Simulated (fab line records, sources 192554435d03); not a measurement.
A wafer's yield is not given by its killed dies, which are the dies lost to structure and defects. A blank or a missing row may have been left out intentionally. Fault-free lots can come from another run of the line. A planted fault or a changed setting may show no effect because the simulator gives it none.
fab line records	flow n5-finfet
record: lots: 6	wafers: 18	last-day: 18
route steps=1938 shown BEOL_M7@1327 BEOL_M8@1332 PASSIVATION@1936
lots that met no fault: from a run of the same line without faults
start-h: hours from the record's opening day to when the first of the lot's shown wafers began	wait-h: hours since the lot's step before	" same as the row above	L1.1+2: a row that stands for several wafers	- no value present, or no start provided	* or withheld: withheld	< > ~ a bound
route shown NAME@n: names a module that has steps shown in the file, with the first one's number in the route	usual: the fault-free wafers' mean and standard deviation	same: alike in all rows	chamber/n: place in a boat	sites: per-site readings	_std_site: the values' standard deviation	_edge_site: inner sites' mean taken away from outer sites' mean	radius-mm: how far each site lies from the wafer's centre	mask NAME#n: copy n	behind: the tool/chamber that last shaped the wafer	hold: what put the lot on hold/how long, in hours/how the hold closed	device: names the non-switching transistor (n, p or np)	end of line: the same wafers' tests at the end of the route	a step with no rows: only its recipe	killed: dies that structure and defects cost at the first sort, which is not the same as the wafer's yield	map: a wafer's dies, marking killed ones x, the rest . and places with no die _
set.NAME: setting as actually run; set.NAME@STEP: the setting as run at that earlier step	model.NAME: the simulator's own value behind a step, which no gauge read
lots at some steps of the route; a table a step, a row a wafer
services: the hour from which a tool's chamber was out of use, counted from the record's first day as start-h (under 0 if before that day), plus the number of hours and why
== steps ==
step: N5_BEOL_M7_THK_MEAS_53
recipe: thk-meas-gauge: xrf	reads: Cu_of_BEOL_M7_ECD_50
usual: M7_THK: 78.2/2.2
lot.wafer	tool	chamber	start-h	wait-h	M7_THK[nm]
L659.2	film-metro-02	-	246.79	-	80.4
L659.4	"	-	"	"	81.4
L659.5	"	-	"	"	77.0
L655.2	film-metro-01	-	247.06	-	77.9
L655.4	"	-	"	"	79.3
L655.5	"	-	"	"	77.8
L658.2	film-metro-02	-	255.90	-	79.2
L658.3	"	-	"	"	77.7
L658.6	"	-	"	"	77.9
L669.2	film-metro-01	-	326.50	-	76.8
L669.3	"	-	"	"	75.2
L669.6	"	-	"	"	79.2
L670.1	film-metro-02	-	329.60	-	81.7
L670.3	"	-	"	"	76.2
L670.5	"	-	"	"	76.3
L675.1	film-metro-02	-	356.26	-	81.3
L675.4	"	-	"	"	81.0
L675.5	"	-	"	"	74.2
step: N5_BEOL_M7_PRE_CLEAN_55
recipe: gas: NH3	time-s: 15	temp-c: withheld	rf-power-w: 300
step: N5_BEOL_M7_DEP_56
recipe: material: SiCN	target-thk-a: 100	temp-c: withheld	precursor: 3MS/NH3	pressure-torr: 3	rf-w: 202	time-s: 17.5
usual: showerhead-plenum-p-Torr: 3.663/0.016	showerhead-vpp-V: 885/62	throttle-valve-pct: 8.97/0.29
same: time-s: 17.5
lot.wafer	tool	chamber	start-h	wait-h	showerhead-plenum-p-Torr	showerhead-vpp-V	throttle-valve-pct
L659.2	pecvd-04	0	246.86	0.0	3.685	857	9.29
L659.4	"	1	"	"	3.642	910	8.69
L659.5	"	2	"	"	3.675	850	8.74
L655.2	pecvd-02	0	247.12	0.0	3.662	953	9.10
L655.4	"	2	"	"	3.666	790	8.85
L655.5	"	0	"	"	3.670	957	9.03
L658.2	pecvd-01	2	255.96	0.0	3.653	855	8.51
L658.3	"	1	"	"	3.662	814	9.12
L658.6	"	0	"	"	3.643	875	9.05
L669.2	pecvd-02	2	326.56	0.0	3.673	780	8.90
L669.3	"	1	"	"	3.653	987	8.96
L669.6	"	0	"	"	3.676	957	8.90
L670.1	pecvd-04	1	329.66	0.0	3.647	890	8.88
L670.3	"	0	"	"	3.682	875	9.32
L670.5	"	0	"	"	3.682	891	9.14
L675.1	pecvd-01	0	356.33	0.0	3.637	912	9.14
L675.4	"	2	"	"	3.644	859	8.69
L675.5	"	1	"	"	3.659	822	9.60
step: N5_BEOL_M7_RS_MEAS_57
recipe: thk-meas-gauge: four-point-probe	reads: Cu_of_BEOL_M7_ECD_50+Co_of_BEOL_M7_CVD_78+TaN_of_BEOL_M7_ALD_77
usual: M7_RS: 0.291/0.0091
lot.wafer	tool	chamber	start-h	wait-h	M7_RS[ohm/sq]
L659.2	film-metro-02	-	246.92	0.1	0.284
L659.4	"	-	"	"	0.280
L659.5	"	-	"	"	0.296
L655.2	film-metro-01	-	247.19	0.1	0.291
L655.4	"	-	"	"	0.285
L655.5	"	-	"	"	0.291
L658.2	film-metro-02	-	256.03	0.1	0.289
L658.3	"	-	"	"	0.296
L658.6	"	-	"	"	0.294
L669.2	film-metro-01	-	326.63	0.1	0.297
L669.3	"	-	"	"	0.307
L669.6	"	-	"	"	0.289
L670.1	film-metro-02	-	329.73	0.1	0.279
L670.3	"	-	"	"	0.304
L670.5	"	-	"	"	0.302
L675.1	film-metro-02	-	356.40	0.1	0.281
L675.4	"	-	"	"	0.284
L675.5	"	-	"	"	0.313
step: N5_BEOL_M7_INSPECT_58
recipe: inspect-instrument: darkfield	mode: post-dep
usual: raw-defect-count: 79/26
lot.wafer	tool	chamber	start-h	wait-h	raw-defect-count
L659.2	defect-inspect-01	-	246.95	0.0	82
L659.4	"	-	"	"	94
L659.5	"	-	"	"	79
L655.2	defect-inspect-02	-	247.22	0.0	67
L655.4	"	-	"	"	62
L655.5	"	-	"	"	52
L658.2	defect-inspect-02	-	256.06	0.0	53
L658.3	"	-	"	"	85
L658.6	"	-	"	"	53
L669.2	defect-inspect-01	-	326.65	0.0	100
L669.3	"	-	"	"	81
L669.6	"	-	"	"	72
L670.1	defect-inspect-01	-	329.76	0.0	56
L670.3	"	-	"	"	35
L670.5	"	-	"	"	40
L675.1	defect-inspect-02	-	356.42	0.0	115
L675.4	"	-	"	"	56
L675.5	"	-	"	"	116
step: N5_BEOL_M8_ILD_DEP_00
recipe: material: SiCOH_lowk	target-thk-a: 1797.5	temp-c: 300	precursor: DEMS/porogen	pressure-torr: 5	rf-w: 500	time-s: 33.4
usual: heater-power-w: 303/64	showerhead-plenum-p-Torr: 5.733/0.02	showerhead-vpp-V: 1347/46	throttle-valve-pct: 13.8/0.51
same: time-s: 33.4
lot.wafer	tool	chamber	start-h	wait-h	heater-power-w	showerhead-plenum-p-Torr	showerhead-vpp-V	throttle-valve-pct
L659.2	pecvd-03	1	246.99	0.0	311	5.739	1337	14.5
L659.4	"	1	"	"	302	5.737	1327	14.4
L659.5	"	1	"	"	316	5.734	1337	14.7
L655.2	pecvd-04	1	247.25	0.0	378	5.714	1409	13.1
L655.4	"	1	"	"	366	5.723	1415	13.6
L655.5	"	2	"	"	307	5.758	1348	13.4
L658.2	pecvd-03	1	256.09	0.0	304	5.741	1330	14.8
L658.3	"	0	"	"	264	5.717	1264	13.3
L658.6	"	1	"	"	310	5.737	1319	14.5
L669.2	pecvd-04	2	326.69	0.0	265	5.745	1349	13.4
L669.3	"	1	"	"	349	5.718	1412	13.5
L669.6	"	2	"	"	279	5.748	1343	13.5
L670.1	pecvd-04	2	329.80	0.0	297	5.739	1345	13.4
L670.3	"	0	"	"	405	5.762	1363	14.0
L670.5	"	2	"	"	306	5.752	1341	13.5
L675.1	pecvd-03	0	356.46	0.0	265	5.734	1282	13.5
L675.4	"	2	"	"	238	5.745	1395	13.1
L675.5	"	1	"	"	330	5.738	1326	14.5
step: N5_BEOL_M8_CURE_74
recipe: temp-c: 385	time-s: 240	ambient: He/Ar	material: SiCOH_lowk
usual: lamp-power-pct: 52.31/0.06	wafer_temp_C_max: 386.9/0.64
same: time-s: 240
lot.wafer	tool	chamber	start-h	wait-h	lamp-power-pct	wafer_temp_C_max
L659.2	uv-cure-01	1	247.15	0.1	52.37	386.0
L659.4	"	1	"	"	52.34	386.1
L659.5	"	1	"	"	52.26	386.2
L655.2	uv-cure-03	2	247.80	0.5	52.45	386.5
L655.4	"	2	"	"	52.25	386.7
L655.5	"	2	"	"	52.23	386.9
L658.2	uv-cure-03	2	256.24	0.1	52.36	387.6
L658.3	"	2	"	"	52.26	386.9
L658.6	"	2	"	"	52.33	386.7
L669.2	uv-cure-03	0	327.34	0.6	52.28	386.8
L669.3	"	0	"	"	52.40	386.9
L669.6	"	0	"	"	52.29	387.0
L670.1	uv-cure-02	1	329.91	0.1	52.29	386.8
L670.3	"	1	"	"	52.34	387.3
L670.5	"	1	"	"	52.24	386.5
L675.1	uv-cure-02	0	356.52	0.0	52.21	388.5
L675.4	"	0	"	"	52.28	387.2
L675.5	"	0	"	"	52.30	387.9
step: N5_BEOL_M8_THK_MEAS_01
recipe: reads: SiCOH_lowk_of_BEOL_M8_ILD_DEP_00
usual: M8_ILD_THK: 155.1/2.2
lot.wafer	tool	chamber	start-h	wait-h	M8_ILD_THK[nm]
L659.2	film-metro-02	-	247.59	0.4	154.1
L659.4	"	-	"	"	156.0
L659.5	"	-	"	"	155.5
L655.2	film-metro-02	-	248.63	0.7	151.9
L655.4	"	-	"	"	154.5
L655.5	"	-	"	"	158.2
L658.2	film-metro-01	-	256.67	0.4	150.3
L658.3	"	-	"	"	152.9
L658.6	"	-	"	"	155.1
L669.2	film-metro-02	-	327.77	0.4	155.2
L669.3	"	-	"	"	153.1
L669.6	"	-	"	"	157.3
L670.1	film-metro-02	-	330.43	0.4	157.5
L670.3	"	-	"	"	153.9
L670.5	"	-	"	"	159.7
L675.1	film-metro-02	-	357.03	0.4	155.7
L675.4	"	-	"	"	155.9
L675.5	"	-	"	"	157.2
step: N5_BEOL_M8_PECVD_70
recipe: material: SiO2	target-thk-a: 200	temp-c: 400	precursor: TEOS/O2	pressure-torr: 5.5	rf-w: 450	teos-flow-sccm: 53.8	gas: O2	flow-sccm: 3000	time-s: 22.7
step: N5_BEOL_M8_HM_DEP_02
recipe: material: TiN	target-thk-a: 200	temp-c: 25	chamber-pressure-pa: 0.49996
step: N5_BEOL_M8_COAT_59
recipe: resist: SOC	temp-c: 250	time-s: 60	spin-rpm: 1500	resist-thk-nm: 100
step: N5_BEOL_M8_COAT_60
recipe: resist: SiARC	temp-c: 220	time-s: 60	spin-rpm: 1500	resist-thk-nm: 35
step: N5_BEOL_M8_COAT_05
recipe: resist: CAR-ArF	spin-rpm: 1500	resist-thk-nm: 90
usual: spin-speed-rpm: 1500.1/1.1
lot.wafer	tool	chamber	start-h	wait-h	spin-speed-rpm	model.CAR-ArF_of_BEOL_M8_COAT_05.thk-nm
L659.2	litho-track-03	0	247.82	-	1675.0	85.4
L659.4	"	0	"	"	1672.9	85.2
L659.5	"	0	"	"	1674.2	85.6
L655.2	litho-track-03	0	250.36	-	1672.1	85.6
L655.4	"	0	"	"	1673.0	85.8
L655.5	"	0	"	"	1672.0	85.8
L658.2	litho-track-02	0	258.58	-	1499.5	90.4
L658.3	"	0	"	"	1499.7	90
L658.6	"	0	"	"	1499.2	90.4
L669.2	litho-track-03	0	328.39	-	1500.5	90
L669.3	"	0	"	"	1500.0	89.8
L669.6	"	0	"	"	1498.7	89.8
L670.1	litho-track-02	0	331.89	-	1501.1	90.4
L670.3	"	0	"	"	1498.7	90.2
L670.5	"	0	"	"	1501.2	90.2
L675.1	litho-track-03	0	359.07	-	1501.7	90.4
L675.4	"	0	"	"	1502.3	90.4
L675.5	"	0	"	"	1502.0	90.4
step: N5_BEOL_M8_EBR_07
recipe: solvent: PGMEA	ebr-width-mm: 1.5
step: N5_BEOL_M8_SOFTBAKE_06
recipe: temp-c: 110	time-s: 60	resist: CAR-ArF
step: N5_BEOL_M8_EXPOSE_08
recipe: mask-id: M8	na: 1.35	source-shape: dipole	sigma-inner: 0.817	sigma-outer: 0.97	polarization: te	dose-mj: 68.25
step: N5_BEOL_M8_PEB_09
recipe: peb-temp-c: withheld	peb-time-s: 60	resist: CAR-ArF
step: N5_BEOL_M8_DEVELOP_10
recipe: develop-time-s: 30	developer: TMAH	resist: CAR-ArF	rinse-liquid: diw	dry: air-spin	dev-temp-c: 23
step: N5_BEOL_M8_CD_MEAS_11
recipe: target-cd-nm: 38.5	landing-energy-ev: 500	detector: se-inlens	polarity: opening
usual: cd-nm: 38.3/0.47
lot.wafer	tool	chamber	start-h	wait-h	cd-nm
L659.2	cd-sem-03	0	248.18	-	39.2
L659.4	"	0	"	"	38.7
L659.5	"	0	"	"	38.6
L655.2	cd-sem-03	0	250.72	-	38.7
L655.4	"	0	"	"	38.6
L655.5	"	0	"	"	38.1
L658.2	cd-sem-03	0	258.82	-	38.8
L658.3	"	0	"	"	38.7
L658.6	"	0	"	"	38.6
L669.2	cd-sem-02	0	328.76	-	38.1
L669.3	"	0	"	"	37.8
L669.6	"	0	"	"	38.6
L670.1	cd-sem-01	0	332.13	-	37.9
L670.3	"	0	"	"	39.2
L670.5	"	0	"	"	38.7
L675.1	cd-sem-02	0	359.31	-	38.1
L675.4	"	0	"	"	38.4
L675.5	"	0	"	"	37.6
step: N5_BEOL_M8_OVL_MEAS_12
recipe: points-per-wafer: 44
usual: M8_OVL: -0.2/0.67
lot.wafer	tool	chamber	start-h	wait-h	M8_OVL[nm]
L659.2	overlay-01	0	248.21	0.0	-0.7
L659.4	"	0	"	"	0.4
L659.5	"	0	"	"	-0.8
L655.2	overlay-01	0	250.75	0.0	-0.6
L655.4	"	0	"	"	-0.5
L655.5	"	0	"	"	0.2
L658.2	overlay-01	0	258.85	0.0	-0.3
L658.3	"	0	"	"	1.2
L658.6	"	0	"	"	-0.5
L669.2	overlay-01	0	328.79	0.0	0.7
L669.3	"	0	"	"	-0.5
L669.6	"	0	"	"	-0.1
L670.1	overlay-01	0	332.16	0.0	-0.5
L670.3	"	0	"	"	-1.0
L670.5	"	0	"	"	-0.4
L675.1	overlay-02	0	359.34	0.0	0.0
L675.4	"	0	"	"	-0.3
L675.5	"	0	"	"	0.4
step: N5_BEOL_M8_INSPECT_13
recipe: mode: adi	inspect-instrument: brightfield
usual: raw-defect-count: 440/96
lot.wafer	tool	chamber	start-h	wait-h	raw-defect-count
L659.2	defect-inspect-02	-	248.24	0.0	439
L659.4	"	-	"	"	495
L659.5	"	-	"	"	413
L655.2	defect-inspect-02	-	250.78	0.0	343
L655.4	"	-	"	"	465
L655.5	"	-	"	"	342
L658.2	defect-inspect-01	-	258.87	0.0	579
L658.3	"	-	"	"	555
L658.6	"	-	"	"	476
L669.2	defect-inspect-01	-	328.81	0.0	446
L669.3	"	-	"	"	509
L669.6	"	-	"	"	556
L670.1	defect-inspect-01	-	332.18	0.0	389
L670.3	"	-	"	"	419
L670.5	"	-	"	"	442
L675.1	defect-inspect-01	-	359.36	0.0	690
L675.4	"	-	"	"	375
L675.5	"	-	"	"	444
step: N5_BEOL_M8_DESCUM_16
recipe: chemistry: O2	time-s: 7.9	source-power-w: 50	bias-power-w: 20	pressure-mtorr: 20	rf-frequency-hz: 2.712e+07	temp-c: 40	resist: CAR-ArF	o2-flow-sccm: 225
usual: drypump-motor-current-A: 5.7/0.45	oes-product-au: 0.83/0.08	rf-vpp-V: 242.8/1.2	showerhead-plenum-p-Torr: 2.07/0.065	throttle-valve-pct: 20.42/0.23
same: time-s: 7.9
lot.wafer	tool	chamber	start-h	wait-h	drypump-motor-current-A	oes-product-au	rf-hours-counter-h	rf-vpp-V	showerhead-plenum-p-Torr	throttle-valve-pct
L659.2	rie-diel-06	1	248.27	0.0	5.7	0.68	237	241.7	2.05	20.58
L659.4	"	1	"	"	5.7	0.68	-	244.1	2.05	20.59
L659.5	"	0	"	"	5.8	0.77	-	240.7	1.99	20.04
L655.2	rie-diel-06	2	250.81	0.0	4.9	0.88	66	242.4	2.12	20.60
L655.4	"	0	"	"	5.7	0.77	-	243.5	1.99	20.02
L655.5	"	2	"	"	4.9	0.88	-	242.7	2.12	20.61
L658.2	rie-diel-03	0	258.91	0.0	5.2	0.69	213	242.8	1.97	20.37
L658.3	"	2	"	"	5.8	0.95	8	244.4	2.25	20.54
L658.6	"	2	"	"	5.9	0.95	-	245.9	2.25	20.52
L669.2	rie-diel-03	2	329.00	0.2	5.9	0.89	33	245.7	2.24	20.56
L669.3	"	0	"	"	5.2	0.68	239	240.6	1.97	20.40
L669.6	"	0	"	"	5.2	0.68	-	241.1	1.97	20.41
L670.1	rie-diel-06	3	332.33	0.1	6.0	0.90	28	243.6	2.07	20.58
L670.3	"	2	"	"	4.9	0.84	99	241.9	2.11	20.67
L670.5	"	0	"	"	5.7	0.74	-	240.7	1.98	20.09
L675.1	rie-diel-01	1	359.40	0.0	6.3	0.84	62	243.3	2.04	20.42
L675.4	"	3	"	"	6.1	0.78	138	240.9	2.01	20.12
L675.5	"	2	"	"	5.8	0.82	-	241.7	2.05	20.74
step: N5_BEOL_M8_ETCH_61
recipe: chemistry: CF4	target: SiARC	target-depth-a: 455	mask-material: CAR-ArF	time-s: 75.8	ion-energy-ev: 80	pressure-mtorr: 40	source-w: 545	bias-w: 36	Ar_flow_sccm: 100	cf4-flow-sccm: 100	ends: cleared
usual: drypump-motor-current-A: 5.7/0.45	etch-rf-on-time-s: 75.6/1.7	oes-product-au: 0.71/0.067	rf-vpp-V: 183.7/1.1	showerhead-plenum-p-Torr: 2.11/0.056	throttle-valve-pct: 15.52/0.2
lot.wafer	tool	chamber	start-h	wait-h	drypump-motor-current-A	etch-rf-on-time-s	oes-product-au	rf-hours-counter-h	rf-vpp-V	showerhead-plenum-p-Torr	throttle-valve-pct	model.CAR-ArF_of_BEOL_M8_COAT_05.thk-nm
L659.2	rie-diel-06	1	248.31	0.0	5.7	72.9	0.59	237	184.7	2.11	15.91	46.2
L659.4	"	1	"	"	5.7	73.4	0.59	-	183.1	2.11	15.90	46
L659.5	"	0	"	"	5.7	74.3	0.66	-	182.3	2.06	15.39	46.6
L655.2	rie-diel-06	2	250.85	0.0	4.9	74.7	0.75	66	183.4	2.15	15.67	46.4
L655.4	"	0	"	"	5.7	75.2	0.66	-	182.5	2.06	15.40	46.6
L655.5	"	2	"	"	4.9	74.4	0.74	-	185.7	2.15	15.68	46.6
L658.2	rie-diel-03	0	258.94	0.0	5.2	75.6	0.60	213	184.3	2.03	15.61	51.4
L658.3	"	2	"	"	5.9	77.2	0.80	8	186.0	2.28	15.48	51
L658.6	"	2	"	"	5.9	77.8	0.80	-	186.2	2.28	15.49	51.4
L669.2	rie-diel-03	2	329.03	0.0	5.8	77.8	0.75	33	185.0	2.27	15.54	50.8
L669.3	"	0	"	"	5.2	76.0	0.59	239	182.7	2.03	15.67	50.6
L669.6	"	0	"	"	5.2	75.9	0.58	-	181.6	2.03	15.66	50.6
L670.1	rie-diel-06	3	332.37	0.0	6.0	73.8	0.77	28	182.3	2.10	15.56	51
L670.3	"	2	"	"	4.9	73.8	0.72	99	185.0	2.14	15.74	50.8
L670.5	"	0	"	"	5.7	75.5	0.63	-	182.7	2.05	15.45	50.8
L675.1	rie-diel-01	1	359.43	0.0	6.3	77.5	0.72	62	183.1	2.08	15.43	51
L675.4	"	3	"	"	6.1	75.5	0.65	138	183.5	2.06	15.28	51.2
L675.5	"	2	"	"	5.8	79.5	0.67	-	184.5	2.08	15.68	51.4
step: N5_BEOL_M8_ETCH_62
recipe: chemistry: N2/H2	target: SOC	target-depth-a: 1100	overetch-a: 220	mask-material: SiARC	temp-c: 40	time-s: 165	ion-energy-ev: 200	pressure-mtorr: 30	source-w: 840	bias-w: 150	n2-flow-sccm: 200	h2-flow-sccm: 200
usual: drypump-motor-current-A: 5.7/0.45	oes-product-au: 0.70/0.065	rf-vpp-V: 522.8/2.2	showerhead-plenum-p-Torr: 2.50/0.074	throttle-valve-pct: 17.72/0.26
same: time-s: 165
lot.wafer	tool	chamber	start-h	wait-h	drypump-motor-current-A	oes-product-au	rf-hours-counter-h	rf-vpp-V	showerhead-plenum-p-Torr	throttle-valve-pct
L659.2	rie-diel-06	1	248.36	0.0	5.7	0.57	237	523.7	2.49	17.95
L659.4	"	1	"	"	5.8	0.57	-	524.8	2.49	17.94
L659.5	"	0	"	"	5.7	0.65	-	521.5	2.43	17.49
L655.2	rie-diel-06	2	250.90	0.0	4.9	0.73	66	522.4	2.58	18.07
L655.4	"	0	"	"	5.8	0.64	-	521.7	2.43	17.49
L655.5	"	2	"	"	4.9	0.73	-	523.1	2.58	18.06
L658.2	rie-diel-03	0	259.00	0.0	5.2	0.59	213	520.2	2.43	17.98
L658.3	"	2	"	"	5.8	0.81	8	528.6	2.72	17.74
L658.6	"	2	"	"	5.8	0.80	-	530.1	2.72	17.73
L669.2	rie-diel-03	2	329.09	0.0	5.8	0.75	33	527.4	2.70	17.78
L669.3	"	0	"	"	5.2	0.58	239	520.5	2.42	18.06
L669.6	"	0	"	"	5.2	0.58	-	521.3	2.42	18.03
L670.1	rie-diel-06	3	332.42	0.0	6.0	0.75	28	520.1	2.48	17.77
L670.3	"	2	"	"	4.9	0.70	99	522.6	2.57	18.13
L670.5	"	0	"	"	5.8	0.63	-	520.3	2.42	17.55
L675.1	rie-diel-01	1	359.49	0.0	6.3	0.72	62	521.6	2.45	17.51
L675.4	"	3	"	"	6.1	0.65	138	520.8	2.44	17.52
L675.5	"	2	"	"	5.8	0.69	-	520.7	2.44	17.80
step: N5_PASSIVATION_PROBE_49
usual: defect-limited-yield: 91.2/1.6	killed_at_M0_to_M3: 35/11	killed_at_M4_up: 14/5.4	killed-at-contacts: 13/6	killed-at-front-end: 38/11	killed-at-other: 3.4/2.6	killed-dies: 104/19	killed-open: 68/13	killed-short: 34/8.5	sort_bin_5_function: 5.1/1	sort_bin_6_memory: 3.3/0.72	sort-n-pass: 1075/22	sort-yield-pct: 91.1/1.9
same: gross-dies: 1180	killed-at-back-side: 0	sort_bin_4_leakage[%]: 0	sort_bin_8_speed[%]: 0
lot.wafer	tool	chamber	start-h	wait-h	defect-limited-yield[%]	killed_at_M0_to_M3	killed_at_M4_up	killed-at-contacts	killed-at-front-end	killed-at-other	killed-dies	killed-open	killed-short	sort_bin_5_function[%]	sort_bin_6_memory[%]	sort-n-pass	sort-yield-pct[%]
L655.2	prober-02	-	332.86	0.1	90.9	54	9	9	34	1	107	73	34	4.7	4.2	1073	90.9
L655.4	prober-02	-	332.96	0.2	93.4	33	10	5	28	2	78	52	24	3.3	3.1	1102	93.4
L655.5	prober-02	-	333.01	0.2	90.7	44	8	21	36	1	110	77	31	5.1	3.9	1070	90.7
killed by level:class
L655.2 BEOL_M1:geometric-particle:open=15 FIN_SAQP:geometric-particle:open=8 DUMMY_GATE:geometric-particle:open=7 MOL_CONTACT_COAG:geometric-particle:open=7 BEOL_M0_SAQP:geometric-particle:open=7 BEOL_M0_SAQP:geometric-particle:short=7 BEOL_M3:geometric-particle:open=7 BEOL_M4:geometric-particle:open=6
L655.4 BEOL_M0_SAQP:geometric-particle:open=12 BEOL_M0_SAQP:geometric-particle:short=9 BEOL_M2:geometric-particle:open=7 FIN_SAQP:geometric-particle:short=6 DUMMY_GATE:geometric-particle:open=6 MOL_CONTACT_COAG:geometric-particle:open=5 FIN_SAQP:geometric-particle:open=4 STI_FIN_REVEAL:geometric-particle:open=4
L655.5 MOL_CONTACT_COAG:geometric-particle:open=17 BEOL_M2:geometric-particle:open=11 BEOL_M0_SAQP:geometric-particle:short=9 BEOL_M0_SAQP:geometric-particle:open=9 BEOL_M1:geometric-particle:open=8 DUMMY_GATE:geometric-particle:open=7 FIN_SAQP:geometric-particle:open=5 DUMMY_GATE:geometric-particle:short=4
== services ==
tool	chamber	start-h	hours	kind
uv-cure-02	-	237.16	28.1	pm
rie-diel-01	0	238.87	-	clean
rie-diel-01	0	238.87	-	consumable-replace:focus-ring
rie-diel-01	0	238.87	17.9	scheduled-down
pecvd-03	2	241.42	8.2	repair
rie-diel-06	3	242.28	-	clean
rie-diel-06	3	242.28	-	consumable-replace:focus-ring
rie-diel-06	3	242.28	19.6	scheduled-down
rie-diel-06	3	242.28	19.6	vent-cycle
rie-diel-06	1	282.21	-	clean
rie-diel-06	1	282.21	-	consumable-replace:focus-ring
rie-diel-06	1	282.21	13.8	scheduled-down
rie-diel-06	1	282.21	13.8	vent-cycle
pecvd-02	1	295.80	5.9	repair
rie-diel-01	2	306.55	1.8	repair
pecvd-04	0	308.86	2.1	scheduled-down
uv-cure-02	-	316.90	6.8	repair
rie-diel-01	-	317.64	2.8	pm
litho-track-03	-	319.98	-	consumable-replace:filter
uv-cure-01	-	324.70	12.8	repair
uv-cure-03	-	325.06	2.2	repair
uv-cure-02	-	332.43	1.0	pm
pecvd-03	-	352.80	0.8	pm
pecvd-04	-	357.00	0.6	repair
== key ==
first-sign: step: N5_BEOL_M8_COAT_05	reading: spin-speed-rpm	direction: up	sigmas: 99+	usual: *	struck: *
effect none on later readings
model-effect: step: N5_BEOL_M8_COAT_05	value: CAR-ArF_of_BEOL_M8_COAT_05.thk-nm	without: 90.37	struck: 85.57
model-effect: step: N5_BEOL_M8_ETCH_61	value: CAR-ArF_of_BEOL_M8_COAT_05.thk-nm	without: 51.2	struck: 46.4
met-at N5_BEOL_M8_COAT_05
struck-wafers L655.2,L655.4,L655.5,L659.2,L659.4,L659.5
fault: kind: process-parameter-drift	tool: litho-track-03	chamber: -	onset-h: 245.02	steps: N5_BEOL_M8_COAT_05	channel: spin-rpm	offset: *	shape: step	end-h: 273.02	acts-in: *	stated: *
